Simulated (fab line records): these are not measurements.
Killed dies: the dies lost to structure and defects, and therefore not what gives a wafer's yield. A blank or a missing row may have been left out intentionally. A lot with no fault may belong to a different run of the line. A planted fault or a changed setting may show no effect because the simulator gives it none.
fab line records	flow nand_harc	part 1 of 2: steps 1 to 28 of 41
[record] lots = 5	wafers = 15	last_day = 23
route steps=1159 shown A_ZERO_WELL@394 A_SOURCE_PLATE@413 A_ONON_D1@424
lots untouched by any fault: they come from a run of this same line in which no faults occurred
start_h: hours from the record's opening day to when the first of the lot's shown wafers began	wait_h: how many hours have passed since the lot's step before this one	" unchanged from the row above	L1.1+2: a single row standing in for several wafers	- no value, or no start given	* or withheld: withheld	< > ~ a bound
route shown NAME@n: a module of which the file shows steps, and the number in the route of the first	usual: average and standard deviation across the fault-free wafers	same: alike in all rows	chamber/n: place in a boat	sites: readings site by site	_std_site: standard deviation across them	_edge_site: mean of outer sites minus mean of inner sites	radius_mm: how far each site lies from the wafer's centre	mask NAME#n: copy n	behind: tool/chamber where the wafer was last shaped	hold: reason for holding the lot/hours on hold/outcome of the hold	device: which transistor (n, p or np) failed to switch	end of line: tests of these same wafers at the route's end	a step without rows: its recipe alone	killed: at the first sort, the dies lost to defects and structure; wafer yield is something else	map: shows each die of a wafer: x if killed, . if not, _ if none is there
set.NAME: setting as actually run; set.NAME@STEP: the setting as run at that earlier step	model.NAME: the simulator's own value behind a step, which no gauge read
lots at selected steps of the route; one table per step, one row per wafer
services: a tool's chamber out of use, with start hour (start_h, from the record's first day; less than 0 if before it), hours out, and reason
[[steps]]
[step NHARC_A_ZERO_WELL_COAT_18]
[recipe] temp_c = 200	time_s = 65
lot.wafer	tool	chamber	start_h	wait_h
L077.1+3+6	litho_track-07	0	-	-
L082.2+3+5	litho_track-07	0	-	-
L084.1+3+6	litho_track-03	0	-	-
L089.1+2+5	litho_track-07	0	-	-
L090.1+3+5	litho_track-05	0	-	-
[step NHARC_A_ZERO_WELL_COAT_04]
[recipe] spin_rpm = 2000	resist_thk_nm = 600
lot.wafer	tool	chamber	start_h	wait_h
L077.1+3+6	litho_track-07	0	-	-
L082.2+3+5	litho_track-07	0	-	-
L084.1+3+6	litho_track-03	0	-	-
L089.1+2+5	litho_track-07	0	-	-
L090.1+3+5	litho_track-05	0	-	-
[step NHARC_A_ZERO_WELL_SOFTBAKE_05]
[recipe] temp_c = 125	time_s = 70
lot.wafer	tool	chamber	start_h	wait_h
L077.1+3+6	litho_track-07	0	-	-
L082.2+3+5	litho_track-07	0	-	-
L084.1+3+6	litho_track-03	0	-	-
L089.1+2+5	litho_track-07	0	-	-
L090.1+3+5	litho_track-05	0	-	-
[step NHARC_A_ZERO_WELL_EBR_06]
lot.wafer	tool	chamber	start_h	wait_h
L077.1+3+6	litho_track-07	0	-	-
L082.2+3+5	litho_track-07	0	-	-
L084.1+3+6	litho_track-03	0	-	-
L089.1+2+5	litho_track-07	0	-	-
L090.1+3+5	litho_track-05	0	-	-
[step NHARC_A_ZERO_WELL_EXPOSE_07]
[recipe] na = 0.55	dose_mj = 33.85	mask_id = A_ZERO
[usual] reticle_temp_C = 23.01/0.12
lot.wafer	tool	chamber	start_h	wait_h	mask	reticle_temp_C
L077.1	krf_scanner-04	0	155.83	-	A_ZERO#0	22.92
L077.3	"	0	"	"	A_ZERO#0	22.89
L077.6	"	0	"	"	A_ZERO#0	22.83
L082.2	krf_scanner-04	0	184.90	-	A_ZERO#0	23.15
L082.3	"	0	"	"	A_ZERO#0	22.93
L082.5	"	0	"	"	A_ZERO#0	22.96
L084.1	krf_scanner-01	0	187.08	-	A_ZERO#0	22.96
L084.3	"	0	"	"	A_ZERO#0	23.13
L084.6	"	0	"	"	A_ZERO#0	23.01
L089.1	krf_scanner-04	0	232.17	-	A_ZERO#0	22.90
L089.2	"	0	"	"	A_ZERO#0	23.16
L089.5	"	0	"	"	A_ZERO#0	23.24
L090.1	krf_scanner-03	0	236.89	-	A_ZERO#0	23.17
L090.3	"	0	"	"	A_ZERO#0	23.22
L090.5	"	0	"	"	A_ZERO#0	23.13
[step NHARC_A_ZERO_WELL_PEB_08]
[recipe] peb_temp_c = 128	peb_time_s = 80
[same] peb_time_s = 80
lot.wafer	tool	chamber	start_h	wait_h
L077.1+3+6	litho_track-07	0	155.89	0.1
L082.2+3+5	litho_track-03	0	184.96	0.1
L084.1+3+6	litho_track-07	0	187.15	0.1
L089.1+2+5	litho_track-07	0	232.23	0.1
L090.1+3+5	litho_track-07	0	236.96	0.1
[step NHARC_A_ZERO_WELL_DEVELOP_09]
[recipe] time_s = 50	dev_temp_c = 22
lot.wafer	tool	chamber	start_h	wait_h
L077.1+3+6	litho_track-07	0	-	-
L082.2+3+5	litho_track-03	0	-	-
L084.1+3+6	litho_track-07	0	-	-
L089.1+2+5	litho_track-07	0	-	-
L090.1+3+5	litho_track-07	0	-	-
[step NHARC_A_ZERO_WELL_CD_MEAS_10]
[recipe] target_cd_nm = 2000	landing_energy_ev = 500
[usual] cd_nm = 2000.6/1.7
lot.wafer	tool	chamber	start_h	wait_h	cd_nm
L077.1	cd_sem-03	0	155.98	-	1998.7
L077.3	"	0	"	"	1998.9
L077.6	"	0	"	"	2000.3
L082.2	cd_sem-02	0	185.05	-	1998.9
L082.3	"	0	"	"	2000.1
L082.5	"	0	"	"	2000.4
L084.1	cd_sem-02	0	187.23	-	2001.9
L084.3	"	0	"	"	2000.4
L084.6	"	0	"	"	2000.1
L089.1	cd_sem-03	0	232.32	-	2001.7
L089.2	"	0	"	"	1998.6
L089.5	"	0	"	"	1999.5
L090.1	cd_sem-02	0	237.04	-	2002.3
L090.3	"	0	"	"	1998.9
L090.5	"	0	"	"	1999.8
[step NHARC_A_ZERO_WELL_HARDBAKE_11]
[recipe] temp_c = 118	time_s = 65
lot.wafer	tool	chamber	start_h	wait_h
L077.1+3+6	litho_track-07	0	156.06	-
L082.2+3+5	litho_track-05	0	185.14	-
L084.1+3+6	litho_track-05	0	187.31	-
L089.1+2+5	litho_track-07	0	232.40	-
L090.1+3+5	litho_track-03	0	237.12	-
[step NHARC_A_ZERO_WELL_DESCUM_12]
[recipe] time_s = 3	o2_flow_sccm = 200	ar_flow_sccm = 0	bias_power_w = 0	chemistry = O2
[usual] drypump_motor_current_A = 5.7/0.34	oes_product_au = 0.999/0.01	rf_vpp_V = 57.9/0.86	showerhead_plenum_p_Torr = 1.94/0.1	throttle_valve_pct = 11.311/0.01
lot.wafer	tool	chamber	start_h	wait_h	drypump_motor_current_A	oes_product_au	rf_hours_counter_h	rf_vpp_V	showerhead_plenum_p_Torr	throttle_valve_pct
L077.3	rie_diel-10	2	156.14	-	6.3	0.971	8	58.4	2.05	11.303
L077.1	"	0	"	"	5.6	0.992	9	56.8	1.83	11.318
L077.6	"	3	"	"	5.2	1.008	-	57.5	2.00	11.295
L082.2	rie_diel-07	1	185.22	-	5.3	0.996	7	57.3	2.06	11.308
L082.3	"	0	"	"	5.8	0.992	7	58.5	1.94	11.303
L082.5	"	1	"	"	5.2	0.986	-	58.5	2.06	11.331
L084.1	rie_diel-11	1	187.39	-	6.1	1.017	17	57.7	1.88	11.308
L084.3	"	3	"	"	5.6	1.005	18	58.7	1.82	11.320
L084.6	"	2	"	"	5.6	1.018	-	58.2	1.91	11.300
L089.1	rie_diel-11	2	232.48	-	5.6	0.993	3	56.7	1.90	11.318
L089.2	"	3	"	"	5.7	0.988	3	57.3	1.82	11.315
L089.5	"	3	"	"	5.7	0.990	-	57.8	1.82	11.305
L090.3	rie_diel-10	0	237.21	-	5.6	1.021	3	57.5	1.83	11.321
L090.1	"	1	"	"	5.9	0.989	4	57.7	2.04	11.321
L090.5	"	3	"	"	5.2	1.011	-	58.4	1.99	11.303
[step NHARC_A_ZERO_WELL_ETCH_19]
[recipe] target_depth_a = 800	overetch_a = 240	time_s = 87.88	ion_energy_ev = 200	n2_flow_sccm = 150	h2_flow_sccm = 150	ar_flow_sccm = 0	rf_w = 400	bias_w = 150	chemistry = N2/H2
[usual] drypump_motor_current_A = 5.6/0.33	oes_product_au = 0.998/0.011	rf_vpp_V = 431/3.2	showerhead_plenum_p_Torr = 2.06/0.11	throttle_valve_pct = 14.171/0.0085
lot.wafer	tool	chamber	start_h	wait_h	drypump_motor_current_A	oes_product_au	rf_hours_counter_h	rf_vpp_V	showerhead_plenum_p_Torr	throttle_valve_pct
L077.3	rie_diel-10	1	156.23	0.1	5.9	0.987	9	434	2.18	14.165
L077.1	"	2	"	"	6.3	1.000	8	436	2.19	14.177
L077.6	"	0	"	"	5.6	0.997	-	431	1.95	14.174
L082.2	rie_diel-07	3	185.30	0.1	5.4	0.998	8	427	1.93	14.166
L082.3	"	0	"	"	5.8	1.011	7	431	2.07	14.160
L082.5	"	3	"	"	5.4	1.000	-	427	1.93	14.168
L084.3	rie_diel-11	0	187.49	0.1	5.5	1.000	16	428	1.92	14.177
L084.1	"	1	"	"	6.1	1.009	17	431	2.00	14.169
L084.6	"	3	"	"	5.6	1.000	-	428	1.94	14.164
L089.1	rie_diel-11	0	232.57	0.1	5.5	1.003	4	427	1.92	14.188
L089.2	"	1	"	"	6.1	0.997	4	429	2.00	14.174
L089.5	"	3	"	"	5.7	0.981	-	428	1.94	14.159
L090.3	rie_diel-10	0	237.29	0.1	5.7	1.012	3	427	1.95	14.165
L090.1	"	1	"	"	5.9	0.986	4	434	2.18	14.179
L090.5	"	3	"	"	5.2	1.007	-	434	2.13	14.161
[step NHARC_A_ZERO_WELL_ETCH_13]
[recipe] target_depth_a = 1200	time_s = 40.1	hbr_flow_sccm = 150	cl2_flow_sccm = 50	rf_w = 400	icp_w = 400	bias_w = 100	chemistry = HBr/Cl2
[usual] drypump_motor_current_A = 5.8/0.49	oes_product_au = 1.000/0.0093	throttle_valve_pct = 26.406/0.0091
lot.wafer	tool	chamber	start_h	wait_h	drypump_motor_current_A	oes_product_au	rf_hours_counter_h	throttle_valve_pct
L077.3	rie_si-02	1	156.34	-	5.8	1.003	0.7	26.402
L077.1	"	2	"	"	5.3	1.001	0.7	26.420
L077.6	"	2	"	"	5.3	1.013	-	26.396
L082.3	rie_si-02	3	185.42	-	6.4	1.007	0.9	26.384
L082.2	"	2	"	"	5.3	1.023	1.0	26.396
L082.5	"	3	"	"	6.4	1.000	-	26.408
L084.3	rie_si-03	0	187.61	-	4.7	1.001	0.2	26.407
L084.1	"	2	"	"	5.4	0.994	0.2	26.408
L084.6	"	0	"	"	4.7	1.000	-	26.395
L089.2	rie_si-03	1	232.71	-	5.8	0.998	0.4	26.401
L089.1	"	2	"	"	5.4	0.992	0.5	26.394
L089.5	"	0	"	"	4.7	1.002	-	26.416
L090.1	rie_si-03	1	237.42	-	5.8	0.986	0.5	26.415
L090.3	"	2	"	"	5.4	0.992	0.5	26.413
L090.5	"	2	"	"	5.4	0.987	-	26.402
[step NHARC_A_ZERO_WELL_STRIP_14]
[recipe] time_s = 900	temp_c = 130	chemistry = SPM
[usual] temp_c = 130.01/0.14
lot.wafer	tool	chamber	start_h	wait_h	temp_c
L077.6	wet_bench-05	3	156.50	-	129.96
L077.1	"	4	"	"	129.87
L077.3	"	7	"	"	129.99
L082.5	wet_bench-06	5	185.59	-	129.92
L082.2	"	6	"	"	130.15
L082.3	"	0	"	"	130.17
L084.3	wet_bench-06	0	187.76	-	130.02
L084.6	"	1	"	"	130.00
L084.1	"	3	"	"	129.99
L089.1	wet_bench-05	2	232.85	-	129.79
L089.2	"	3	"	"	130.20
L089.5	"	5	"	"	130.08
L090.5	wet_bench-06	1	237.60	-	130.12
L090.3	"	3	"	"	130.15
L090.1	"	4	"	"	130.11
[step NHARC_A_ZERO_WELL_IMPLANT_15]
[recipe] energy_kev = 150	dose_cm2 = 1e+13	tilt_deg = 7
[usual] end_station_pressure_torr = 5.13e-06/2.6e-07
lot.wafer	tool	chamber	start_h	wait_h	end_station_pressure_torr
L077.1	implanter-01	0	156.89	0.1	5.05e-06
L077.3	"	0	"	"	5.21e-06
L077.6	"	0	"	"	4.97e-06
L082.2	implanter-02	0	186.01	0.1	4.74e-06
L082.3	"	0	"	"	4.69e-06
L082.5	"	0	"	"	4.71e-06
L084.1	implanter-01	0	188.15	0.1	5.02e-06
L084.3	"	0	"	"	4.92e-06
L084.6	"	0	"	"	4.78e-06
L089.1	implanter-02	0	233.24	0.1	4.82e-06
L089.2	"	0	"	"	5.08e-06
L089.5	"	0	"	"	5.19e-06
L090.1	implanter-02	0	238.00	0.1	5.19e-06
L090.3	"	0	"	"	5.33e-06
L090.5	"	0	"	"	5.42e-06
[step NHARC_A_ZERO_WELL_PRECLEAN_22]
[recipe] time_s = 60	temp_c = 50	bath_age_min = 0	chemistry = SC1
[usual] temp_c = 50.00/0.12
lot.wafer	tool	chamber	start_h	wait_h	temp_c
L077.1	wet_bench-02	7	157.10	0.2	49.77
L077.3	"	3	"	"	50.10
L077.6	"	4	"	"	50.05
L082.3	wet_bench-06	6	186.20	0.1	50.25
L082.2	"	7	"	"	49.98
L082.5	"	0	"	"	50.01
L084.1	wet_bench-06	5	188.37	0.2	49.88
L084.6	"	6	"	"	50.16
L084.3	"	7	"	"	49.92
L089.1	wet_bench-05	1	233.47	0.2	50.11
L089.2	"	3	"	"	49.76
L089.5	"	4	"	"	50.01
L090.1	wet_bench-02	3	238.21	0.2	50.00
L090.5	"	7	"	"	50.01
L090.3	"	0	"	"	50.15
[step NHARC_A_ZERO_WELL_SRD_23]
lot.wafer	tool	chamber	start_h	wait_h
L077.1+3+6	wet_bench-02	7,3,4	-	-
L082.3+2+5	wet_bench-06	6,7,0	-	-
L084.1+6+3	wet_bench-06	5,6,7	-	-
L089.1+2+5	wet_bench-05	1,3,4	-	-
L090.1+5+3	wet_bench-02	3,7,0	-	-
[step NHARC_A_ZERO_WELL_RTA_16]
[recipe] temp_c = 1000	time_s = 10
[usual] lamp_power_pct = 31.3/2.2	lamp_zone_4_pct = 31.3/2.2	wafer_temp_C_max = 1004.3/0.91
lot.wafer	tool	chamber	start_h	wait_h	lamp_power_pct	lamp_zone_4_pct	wafer_temp_C_max
L077.1	rtp_anneal-02	0	157.24	-	34.5	34.4	1004.1
L077.3	"	0	"	"	34.5	34.4	1002.9
L077.6	"	0	"	"	34.4	34.4	1003.2
L082.2	rtp_anneal-02	0	186.36	-	34.4	34.3	1003.8
L082.3	"	0	"	"	34.5	34.3	1003.4
L082.5	"	0	"	"	34.4	34.4	1003.8
L084.1	rtp_anneal-01	0	188.50	-	29.7	29.8	1007.3
L084.3	"	0	"	"	29.8	29.8	1005.0
L084.6	"	0	"	"	29.7	29.8	1003.5
L089.1	rtp_anneal-01	0	233.75	-	29.7	29.7	1004.6
L089.2	"	0	"	"	29.8	29.8	1005.3
L089.5	"	0	"	"	29.7	29.8	1003.7
L090.1	rtp_anneal-01	0	238.35	-	29.8	29.8	1003.8
L090.3	"	0	"	"	29.8	29.8	1005.5
L090.5	"	0	"	"	29.8	29.8	1004.7
[step NHARC_A_ZERO_WELL_INSPECT_17]
[usual] raw_defect_count = 12/5.2
lot.wafer	tool	chamber	start_h	wait_h	raw_defect_count
L077.1	defect_inspect-02	-	157.44	0.2	10
L077.3	"	-	"	"	11
L077.6	"	-	"	"	14
L082.2	defect_inspect-02	-	186.53	0.1	15
L082.3	"	-	"	"	16
L082.5	"	-	"	"	8
L084.1	defect_inspect-02	-	188.70	0.2	14
L084.3	"	-	"	"	10
L084.6	"	-	"	"	12
L089.1	defect_inspect-02	-	233.95	0.2	17
L089.2	"	-	"	"	7
L089.5	"	-	"	"	18
L090.1	defect_inspect-01	-	238.54	0.2	12
L090.3	"	-	"	"	12
L090.5	"	-	"	"	16
[step NHARC_A_SOURCE_PLATE_PRECLEAN_00]
[recipe] time_s = 60	chemistry = HF-LAST
lot.wafer	tool	chamber	start_h	wait_h
L077.3+1+6	wet_bench-03	2,4,5	157.49	0.0
L082.2+5+3	wet_bench-09	4,5,1	186.58	0.0
L084.3+6+1	wet_bench-03	1,2,4	188.75	0.0
L089.5+1+2	wet_bench-03	6,2,3	234.00	0.0
L090.3+5+1	wet_bench-04	3,4,0	238.60	0.0
[step NHARC_A_SOURCE_PLATE_SRD_01]
lot.wafer	tool	chamber	start_h	wait_h
L077.3+1+6	wet_bench-03	2,4,5	-	-
L082.2+5+3	wet_bench-09	4,5,1	-	-
L084.3+6+1	wet_bench-03	1,2,4	-	-
L089.5+1+2	wet_bench-03	6,2,3	-	-
L090.3+5+1	wet_bench-04	3,4,0	-	-
[step NHARC_A_SOURCE_PLATE_OXIDE_02]
[recipe] target_thk_a = 100	temp_c = 900	ox_time_s = 1362	material = SiO2
[usual] spike_tc_lower_C = 901.2/1.4	tube_center_temp_C = 900.01/0.082
lot.wafer	tool	chamber	start_h	wait_h	spike_tc_lower_C	tube_center_temp_C
L077.1	furnace-03	0	161.30	-	899.2	900.11
L077.3	"	0	"	"	899.8	900.15
L077.6	"	0	"	"	898.4	899.94
L082.2	furnace-05	0	189.26	-	901.8	899.99
L082.3	"	0	"	"	900.9	900.15
L082.5	"	0	"	"	900.6	900
L084.1	furnace-05	0	189.26	-	902.4	899.86
L084.3	"	0	"	"	900.9	900
L084.6	"	0	"	"	899.7	900.01
L089.1	furnace-05	0	236.84	-	902.0	900
L089.2	"	0	"	"	900.4	900.02
L089.5	"	0	"	"	900.9	899.96
L090.1	furnace-06	0	240.77	-	902.1	899.93
L090.3	"	0	"	"	900.7	900
L090.5	"	0	"	"	901.9	900.04
[step NHARC_A_SOURCE_PLATE_THK_MEAS_09]
[recipe] thk_meas_gauge = ellipsometry
[usual] thk_nm = 9.7/0.98
lot.wafer	tool	chamber	start_h	wait_h	thk_nm
L077.1	film_metro-01	-	165.28	0.4	9.9
L077.3	"	-	"	"	10.1
L077.6	"	-	"	"	10.5
L084.1	film_metro-01	-	193.35	0.4	9.9
L084.3	"	-	"	"	10.0
L084.6	"	-	"	"	8.4
L082.2	film_metro-01	-	193.36	0.4	9.7
L082.3	"	-	"	"	9.9
L082.5	"	-	"	"	10.8
L089.1	film_metro-01	-	240.88	0.4	10.7
L089.2	"	-	"	"	11.5
L089.5	"	-	"	"	10.6
L090.1	film_metro-02	-	244.85	0.4	8.9
L090.3	"	-	"	"	10.7
L090.5	"	-	"	"	10.9
[step NHARC_A_SOURCE_PLATE_PVD_04]
[recipe] target_thk_a = 500	material = WSi2
lot.wafer	tool	chamber	start_h	wait_h
L077.3+1+6	pvd_sputter-03	-	165.37	0.1
L084.1+3+6	pvd_sputter-02	-	193.42	0.1
L082.2+3+5	pvd_sputter-01	-	193.45	0.1
L089.2+1+5	pvd_sputter-03	-	240.93	0.1
L090.1+3+5	pvd_sputter-01	-	244.91	0.1
[step NHARC_A_SOURCE_PLATE_CVD_03]
[recipe] target_thk_a = 2000	temp_c = 620	pressure_mtorr = 200	time_s = 4000	material = poly-Si
[usual] pressure_mtorr = 200.0/0.41	spike_tc_lower_C = 618.9/1.2	tube_center_temp_C = 620.01/0.059
lot.wafer	tool	chamber	start_h	wait_h	pressure_mtorr	spike_tc_lower_C	tube_center_temp_C
L077.1	lpcvd_poly-04	0	167.85	-	200.0	618.0	620.03
L077.3	"	0	"	"	200.0	617.1	620.01
L077.6	"	0	"	"	200.1	618.2	620
L082.2	lpcvd_poly-04	0	195.92	-	199.5	618.2	620
L082.3	"	0	"	"	200.0	618.9	619.89
L082.5	"	0	"	"	200.3	618.1	620.02
L084.1	lpcvd_poly-04	0	195.92	-	200.4	618.7	619.96
L084.3	"	0	"	"	200.4	617.8	620.03
L084.6	"	0	"	"	200.5	617.6	619.9
L089.1	lpcvd_poly-01	0	243.60	-	200.5	621.4	620.03
L089.2	"	0	"	"	201.1	619.3	620.03
L089.5	"	0	"	"	200.5	620.9	619.92
L090.1	lpcvd_poly-04	0	247.42	-	200.0	618.9	619.97
L090.3	"	0	"	"	200.5	618.1	620.04
L090.5	"	0	"	"	200.2	618.2	620.11
[step NHARC_A_SOURCE_PLATE_ANNEAL_05]
[recipe] temp_c = 850	time_s = 1800
[usual] spike_tc_lower_C = 851.0/1.1	tube_center_temp_C = 850.01/0.077
lot.wafer	tool	chamber	start_h	wait_h	spike_tc_lower_C	tube_center_temp_C
L077.1	furnace-06	0	174.14	3.2	850.4	850.03
L077.3	"	0	"	"	851.2	849.93
L077.6	"	0	"	"	850.4	849.88
L082.2	furnace-03	0	204.64	5.6	847.4	850.15
L082.3	"	0	"	"	850.3	850.01
L082.5	"	0	"	"	848.4	849.93
L084.1	furnace-03	0	204.64	5.6	850.2	850.06
L084.3	"	0	"	"	849.3	849.96
L084.6	"	0	"	"	849.2	850.05
L089.1	furnace-05	0	250.22	3.5	851.9	850.01
L089.2	"	0	"	"	852.8	849.92
L089.5	"	0	"	"	852.1	850.02
L090.1	furnace-05	0	254.01	3.5	852.2	850.07
L090.3	"	0	"	"	852.0	850.06
L090.5	"	0	"	"	852.2	850.19
[step NHARC_A_SOURCE_PLATE_THK_MEAS_06]
[recipe] thk_meas_gauge = ellipsometry
[usual] thk_nm = 199.8/2
lot.wafer	tool	chamber	start_h	wait_h	thk_nm
L077.1	film_metro-01	-	178.10	0.4	196.7
L077.3	"	-	"	"	200.3
L077.6	"	-	"	"	196.6
L084.1	film_metro-02	-	208.62	0.4	199.5
L084.3	"	-	"	"	199.2
L084.6	"	-	"	"	197.7
L082.2	film_metro-02	-	208.62	0.4	198.2
L082.3	"	-	"	"	196.8
L082.5	"	-	"	"	196.5
L089.1	film_metro-01	-	254.19	0.4	198.6
L089.2	"	-	"	"	201.9
L089.5	"	-	"	"	198.3
L090.1	film_metro-01	-	257.96	0.4	201.5
L090.3	"	-	"	"	200.7
L090.5	"	-	"	"	199.9
[step NHARC_A_SOURCE_PLATE_INSPECT_08]
[usual] raw_defect_count = 63/26
lot.wafer	tool	chamber	start_h	wait_h	raw_defect_count
L077.1	defect_inspect-02	-	178.17	0.0	42
L077.3	"	-	"	"	78
L077.6	"	-	"	"	115
L082.2	defect_inspect-02	-	208.69	0.0	48
L082.3	"	-	"	"	60
L082.5	"	-	"	"	32
L084.1	defect_inspect-01	-	208.72	0.0	62
L084.3	"	-	"	"	76
L084.6	"	-	"	"	103
L089.1	defect_inspect-01	-	254.26	0.0	83
L089.2	"	-	"	"	68
L089.5	"	-	"	"	58
L090.1	defect_inspect-02	-	258.07	0.0	69
L090.3	"	-	"	"	68
L090.5	"	-	"	"	79
[step NHARC_A_ONON_D1_DEP_00]
[recipe] target_thk_a = 10000	n2_flow_sccm = 2750	n2o_flow_sccm = 2000	nh3_flow_sccm = 500	sih4_flow_sccm = 210	temp_c = 400
lot.wafer	tool	chamber	start_h	wait_h
L077.1+3+6	pecvd_onon-02	0	178.23	0.1
L084.1+3+6	pecvd_onon-01	0	209.04	0.3
L082.2+3+5	pecvd_onon-02	0	209.09	0.4
L089.1+2+5	pecvd_onon-02	0	254.32	0.1
L090.1+3+5	pecvd_onon-03	0	258.13	0.1
